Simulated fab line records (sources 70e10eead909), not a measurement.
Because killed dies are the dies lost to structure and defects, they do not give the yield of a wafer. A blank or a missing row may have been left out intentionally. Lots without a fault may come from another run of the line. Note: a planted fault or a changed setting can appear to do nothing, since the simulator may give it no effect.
Struck lot and sound lot, side by side | flow nand harc | 41 out of 1302 route steps
Sound: wafers L295.1, L295.2, L295.3. Wafers L309.3, L309.4, L309.6 were the ones struck. At the end, the cause is stated.
For every step that has rows: the tool of each side, followed by ch and its chambers, followed by its first start. Under that, the readings that differ: sound wafers | struck wafers | difference of the means | sigmas: that difference in standard deviations of wafers without a fault.
alike: words and numbers the same on both sides, and readings whose means are apart by under 2 such deviations; not compared: readings that were withheld, readings missing a value for some wafer, numbers with overlapping values and no deviation given by the record, and bounds like >300 which may hide the same value.
Wherever a step has rows on one side only, a row that says differs or no value, or a row with sigmas, the two part there. When numbers do not overlap yet have no deviation, they are printed without sigmas and do not part them. Lack of a reading on every wafer of one side parts them only where that side has two or more wafers.

first, 1 step without rows for these wafers: NHARC_P_BONDPAD_ECD_18 (material Cu, target thk 400 nm).
NHARC_P_BONDPAD_ANNEAL_28: time 90 s.
  sound on rtp anneal-01 ch 0, day 8 03:29; struck on rtp anneal-02 ch 0, day 14 06:07
  alike: anneal temp c max, wafer_temp_C_max
NHARC_P_BONDPAD_CMP_19: polishes, t overpolish 30 s, cu recess touch 16 s, target thk 160.81 nm.
  sound on cmp-02 ch 1,2,3, day 8 03:52; struck on cmp-02 ch 0,2,3, day 14 06:25
  alike: motor current A, overpolish run s, slurry flow ml min
NHARC_P_BONDPAD_THK_MEAS_20: measures by xrf.
  struck on film metro-02, day 14 06:41; sound on film metro-02, day 8 04:09
  alike: thk nm
then, 1 step without rows for these wafers: NHARC_P_BONDPAD_SRD_21 (time 30 s, dry time 20 s).
NHARC_P_BONDPAD_INSPECT_23:
  struck on defect inspect-01, day 14 06:53; sound on defect inspect-02, day 8 04:23
  alike: raw defect count
then, 3 steps without rows for these wafers: NHARC_P_BONDPAD_ACTIVATE_29 (chemistry N2, time 60 s); NHARC_P_BONDPAD_PRECLEAN_30 (cleans in DIW, time 300 s); NHARC_P_BONDPAD_SRD_31 (time 30 s, dry time 20 s).
NHARC_A_START_INSPECT_01:
  struck on defect inspect-01, day 14 07:21; sound on defect inspect-01, day 8 04:51
  alike: raw defect count
NHARC_A_ZERO_WELL_PRECLEAN_00: cleans in SPM, time 600 s.
  sound on wet bench-09 ch 1,2,6, day 8 04:56; struck on wet bench-04 ch 0,1,7, day 14 07:27
then, 10 steps without rows for these wafers: NHARC_A_ZERO_WELL_SRD_01; NHARC_A_ZERO_WELL_DEHYDRATE_02 (time 120 s); NHARC_A_ZERO_WELL_HMDS_03 (time 30 s); NHARC_A_ZERO_WELL_COAT_18 (time 65 s); NHARC_A_ZERO_WELL_COAT_04 (resist thk 600 nm); NHARC_A_ZERO_WELL_SOFTBAKE_05 (time 70 s); NHARC_A_ZERO_WELL_EBR_06; NHARC_A_ZERO_WELL_EXPOSE_07 (exposes mask A ZERO); NHARC_A_ZERO_WELL_PEB_08 (peb time 80 s); NHARC_A_ZERO_WELL_DEVELOP_09 (time 50 s).
NHARC_A_ZERO_WELL_CD_MEAS_10 targets a cd of 2000 nm.
  sound on cd sem-03 ch 0, day 8 05:43; struck on cd sem-02 ch 0, day 14 08:12
  reading    | sound                | struck               | difference | sigmas
  cd nm (nm) | 1998.7 1998.2 1999.0 | 1993.9 1994.6 1995.3 | -4.0       | -2
then, 1 step without rows for these wafers: NHARC_A_ZERO_WELL_HARDBAKE_11 (time 65 s).
NHARC_A_ZERO_WELL_DESCUM_12: chemistry O2, time 3 s.
  sound on rie diel-04 ch 0,2,3, day 8 05:53; struck on rie diel-11 ch 0,2,3, day 14 08:22
  alike: drypump motor current A, oes product au, rf vpp V, showerhead plenum p Torr, throttle valve pct
  not compared: rf hours counter h
NHARC_A_ZERO_WELL_ETCH_19: etches the open film in N2/H2, target depth 80 nm, overetch 24 nm, time 87.88 s.
  sound on rie diel-04 ch 0,1,2, day 8 05:58; struck on rie diel-11 ch 0,1, day 14 08:26
  alike: bias w, drypump motor current A, oes product au, rf vpp V, showerhead plenum p Torr, throttle valve pct
  not compared: rf hours counter h
NHARC_A_ZERO_WELL_ETCH_13: etches the open film in HBr/Cl2, target depth 120 nm, time 40.1 s.
  sound on rie si-01 ch 0,1,3, day 8 06:04; struck on rie si-06 ch 0,1,2, day 14 08:35
  reading                     | sound       | struck      | difference | sigmas
  drypump motor current A (A) | 5.6 5.4 5.1 | 5.7 5.9 6.8 | +0.8       | +2
  alike: bias w, oes product au, throttle valve pct
  not compared: rf hours counter h
then, 5 steps without rows for these wafers: NHARC_A_ZERO_WELL_STRIP_14 (strips in SPM, time 900 s); NHARC_A_ZERO_WELL_IMPLANT_15; NHARC_A_ZERO_WELL_PRECLEAN_22 (cleans in SC1, time 60 s); NHARC_A_ZERO_WELL_SRD_23; NHARC_A_ZERO_WELL_RTA_16 (time 10 s).
NHARC_A_ZERO_WELL_INSPECT_17:
  struck on defect inspect-02, day 14 09:41; sound on defect inspect-02, day 8 07:10
  reading          | sound    | struck      | difference | sigmas
  raw defect count | 22 10 16 | 381 359 378 | +357       | +57
then, 3 steps without rows for these wafers: NHARC_A_SOURCE_PLATE_PRECLEAN_00 (cleans in HF-LAST, time 60 s); NHARC_A_SOURCE_PLATE_SRD_01; NHARC_A_SOURCE_PLATE_OXIDE_02 (material SiO2, target thk 10 nm, ox time 1362 s).
NHARC_A_SOURCE_PLATE_THK_MEAS_09: measures by ellipsometry.
  struck on film metro-01, day 14 17:00; sound on film metro-02, day 8 14:52
  alike: thk nm
then, 3 steps without rows for these wafers: NHARC_A_SOURCE_PLATE_PVD_04 (deposits WSi2, target thk 50 nm); NHARC_A_SOURCE_PLATE_CVD_03 (deposits poly-Si, target thk 200 nm, time 4000 s); NHARC_A_SOURCE_PLATE_ANNEAL_05 (time 1800 s).
NHARC_A_SOURCE_PLATE_INSPECT_08:
  struck on defect inspect-02, day 15 05:36; sound on defect inspect-01, day 9 03:52
  reading          | sound    | struck      | difference | sigmas
  raw defect count | 43 51 45 | 400 399 412 | +357       | +16
-- the record jumps here: 16 days lie between the struck wafers' starts before and after (it left off in module A_SOURCE_PLATE and takes up again in module END, whose first step shown is number 1302 of the route) --
NHARC_END_SORT_01:
  at this point the record logs the struck wafers (prober-01 ch 0, day 31 14:40) and has no rows for the sound ones

WHERE THEY PART
At NHARC_A_ZERO_WELL_CD_MEAS_10 first; at NHARC_END_SORT_01 last (within this record only).

WHY: what the simulator had put in
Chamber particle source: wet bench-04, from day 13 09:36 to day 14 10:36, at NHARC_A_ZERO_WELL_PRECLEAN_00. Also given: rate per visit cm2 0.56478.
